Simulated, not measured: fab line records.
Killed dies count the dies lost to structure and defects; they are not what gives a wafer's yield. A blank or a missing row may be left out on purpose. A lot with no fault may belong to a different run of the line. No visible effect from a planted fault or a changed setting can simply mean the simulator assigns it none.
What tool caused it? ; flow nand harc ; 14 lots with 40 wafers sampled at 6 steps, on a route of 1159 steps

## WHAT EACH GAUGE READ, for each wafer
NHARC_A_ZERO_WELL_CD_MEAS_10 targets a cd of 2000 nm. Usual: cd nm reads 2000.5 nm (standard deviation 2.5).
lot;measured;on;cd nm (nm);flag
L112;day 7 00:52;cd sem-02;1998.7 1997.6 2002.6;
L111;day 7 03:01;cd sem-01;1999.2 1998.4 1999.0;
L113;day 7 10:31;cd sem-01;2000.5 2000.5 2004.5;
L115;day 7 14:23;cd sem-03;1999.7 1997.3 1996.1;
L120;day 8 22:32;cd sem-03;1997.7 1996.5 1999.2;
L124;day 9 19:46;cd sem-01;1996.7 1998.2 1999.5;
L123;day 9 20:49;cd sem-01;1999.0 1999.4;
L122;day 9 21:31;cd sem-02;1999.6 2000.9;
L127;day 10 15:02;cd sem-01;2000.5 2003.6 2004.0;
L129;day 11 11:30;cd sem-01;2004.9 2003.3 2004.7;
L131;day 11 12:14;cd sem-02;2003.4 2000.7 2000.9;
L132;day 11 20:49;cd sem-02;1997.0 2001.2 1997.8;
L133;day 11 21:06;cd sem-02;2000.9 1999.5 2001.9;
L134;day 12 03:31;cd sem-01;2004.3 2001.3 2004.4;

NHARC_A_SOURCE_PLATE_THK_MEAS_06: measures by ellipsometry. Usual: thk nm reads 200.2 nm (standard deviation 2.3).
lot;measured;on;thk nm (nm);flag
L112;day 7 23:55;film metro-01;197.7 196.9 200.7;
L111;day 7 23:55;film metro-02;194.1 195.3 196.9;
L113;day 8 09:12;film metro-02;200.8 201.7 200.3;
L115;day 8 09:12;film metro-01;199.3 199.7 199.0;
L120;day 9 23:02;film metro-01;200.6 201.7 202.4;
L124;day 10 15:26;film metro-02;200.4 198.7 196.9;
L123;day 10 15:26;film metro-01;202.7 202.2;
L122;day 10 19:32;film metro-01;198.6 198.9;
L127;day 11 13:26;film metro-01;201.1 201.3 200.1;
L129;day 12 07:50;film metro-01;201.8 203.3 203.6;
L131;day 12 07:49;film metro-02;205.0 202.1 203.6;
L132;day 12 18:54;film metro-01;202.2 203.1 205.8;
L133;day 12 18:54;film metro-02;203.2 201.2 199.1;
L134;day 13 03:58;film metro-01;197.6 198.6 199.3;

NHARC_A_ONON_D1_THK_MEAS_30: measures by ellipsometry. Usual: thk nm reads 1004 nm (standard deviation 11).
lot;measured;on;thk nm (nm);flag
L112;day 8 15:11;film metro-02;1003 1004 1003;
L111;day 8 14:55;film metro-02;995 993 993;
L113;day 8 21:31;film metro-01;1015 1016 1017;
L115;day 8 21:31;film metro-01;1011 1010 1012;
L120;day 10 11:22;film metro-01;1019 1015 1346;OFF
L124;day 11 05:16;film metro-01;1020 1019 1019;
L123;day 11 05:29;film metro-01;1342 1344;OFF
L122;day 11 08:32;film metro-01;995 1323;OFF
L127;day 12 02:01;film metro-02;1004 1004 1006;
L129;day 12 20:28;film metro-01;990 991 991;
L131;day 12 20:15;film metro-01;1000 1002 999;
L132;day 13 07:11;film metro-02;990 992 990;
L133;day 13 07:17;film metro-01;1010 1009 1010;
L134;day 13 16:21;film metro-02;997 997 995;

NHARC_A_ONON_D1_INSPECT_32. Usual: raw defect count reads 70 (standard deviation 25).
lot;measured;on;raw defect count;flag
L112;day 8 15:45;defect inspect-02;71 61 62;
L111;day 8 15:27;defect inspect-02;56 57 61;
L113;day 8 22:03;defect inspect-01;63 47 72;
L115;day 8 22:02;defect inspect-02;45 66 93;
L120;day 10 11:53;defect inspect-02;83 114 79;
L124;day 11 05:48;defect inspect-01;82 39 80;
L123;day 11 06:02;defect inspect-01;90 91;
L122;day 11 09:14;defect inspect-01;87 75;
L127;day 12 02:34;defect inspect-02;73 52 79;
L129;day 12 21:01;defect inspect-01;41 66 74;
L131;day 12 20:47;defect inspect-02;85 67 119;
L132;day 13 07:44;defect inspect-02;72 64 67;
L133;day 13 08:17;defect inspect-01;61 92 56;
L134;day 13 16:53;defect inspect-01;166 99 79;

NHARC_END_SORT_01. Usual: killed at array 29, standard deviation 10; killed at other 0.7, standard deviation 1; killed at periphery 3.7, standard deviation 2.6; killed dies 33, standard deviation 10; killed open 3.4, standard deviation 1.8; killed short 1.8, standard deviation 1.3.
lot;measured;on;killed at array;killed at other;killed at periphery;killed dies;killed open;killed short;flag
L113;day 20 09:53;prober-02;20 26 31;0 0 0;2 0 2;22 26 33;7 4 3;1 0 2;
L115;day 19 16:44;prober-02;30 18 18;0 0 0;3 3 2;33 21 20;2 4 3;1 2 2;
L120;day 21 20:13;prober-02;20 12 17;0 1 0;4 4 1;24 17 18;1 3 3;0 1 0;
L124;day 22 02:39;prober-01;31 16 31;0 1 1;11 4 7;42 21 39;5 4 3;3 1 4;
L134;day 24 22:04;prober-01;46 49 39;0 0 0;1 3 6;47 52 45;2 6 5;1 3 3;

## WHAT TOOL EACH LOT RAN ON (gives the tool, then ch and the chambers of the sampled wafers, and finally the start)
lot;NHARC_A_ONON_D1_DEP_28
L112;pecvd onon-03 ch 0, day 8 14:41
L111;pecvd onon-02 ch 0, day 8 14:28
L113;pecvd onon-04 ch 0, day 8 21:04
L115;pecvd onon-02 ch 0, day 8 21:00
L120;pecvd onon-03 ch 0, day 10 10:51
L124;pecvd onon-02 ch 0, day 11 04:45
L123;pecvd onon-03 ch 0, day 11 05:12
L122;pecvd onon-03 ch 0, day 11 08:08
L127;pecvd onon-02 ch 0, day 12 01:31
L129;pecvd onon-04 ch 0, day 12 19:57
L131;pecvd onon-02 ch 0, day 12 19:44
L132;pecvd onon-04 ch 0, day 13 06:51
L133;pecvd onon-02 ch 0, day 13 06:46
L134;pecvd onon-03 ch 0, day 13 15:50
- NHARC_A_ONON_D1_DEP_28: target thk 1000 nm.

## WHAT THE TOOLS THEMSELVES READ (means of the sampled wafers that have a number; where no wafer has one, the mark that the record gives instead)
NHARC_A_ONON_D1_DEP_28. Usual: n2 flow sccm 2749 sccm, standard deviation 7.9; nh3 flow sccm 500.1 sccm, standard deviation 1.6.
lot;tool;n2 flow sccm (sccm);nh3 flow sccm (sccm);flag
L112;pecvd onon-03;2754;499.5;
L111;pecvd onon-02;2751;500.5;
L113;pecvd onon-04;2758;499.7;
L115;pecvd onon-02;2752;502.0;
L120;pecvd onon-03;2737;498.8;
L124;pecvd onon-02;2743;500.6;
L123;pecvd onon-03;2746;501.4;
L122;pecvd onon-03;2762;500.7;
L127;pecvd onon-02;2747;500.1;
L129;pecvd onon-04;2746;499.2;
L131;pecvd onon-02;2747;500.4;
L132;pecvd onon-04;2740;500.4;
L133;pecvd onon-02;2751;499.8;
L134;pecvd onon-03;2754;499.4;

## THE ANSWER, worked out from the rows above alone
Rule: take the mean of a lot's wafers that have a number; if it is more than 3 standard deviations from the usual mean, the lot is off. A lot without any number at a reading at which 4 lots or more have one is off too. Any other lot the step has rows for is counted as sound. The gauges are gone through in route order, then the tools' own readings, and for those a lot's mean is taken as printed above. The first step at which some lot is off is used, and at that step the reading that is off furthest; a lot without a number counts as furthest.
Off: L120, L123, L122 (NHARC_A_ONON_D1_THK_MEAS_30, thk nm).
If a tool, at a process step before that reading, ran all the lots that are off and no sound lot after the first of them, it fits. Those tools and the gauges at NHARC_A_ONON_D1_THK_MEAS_30 are tried in the same way. Not one of the candidates tried fits.

## WHAT HAD BEEN PUT IN BY THE SIMULATOR
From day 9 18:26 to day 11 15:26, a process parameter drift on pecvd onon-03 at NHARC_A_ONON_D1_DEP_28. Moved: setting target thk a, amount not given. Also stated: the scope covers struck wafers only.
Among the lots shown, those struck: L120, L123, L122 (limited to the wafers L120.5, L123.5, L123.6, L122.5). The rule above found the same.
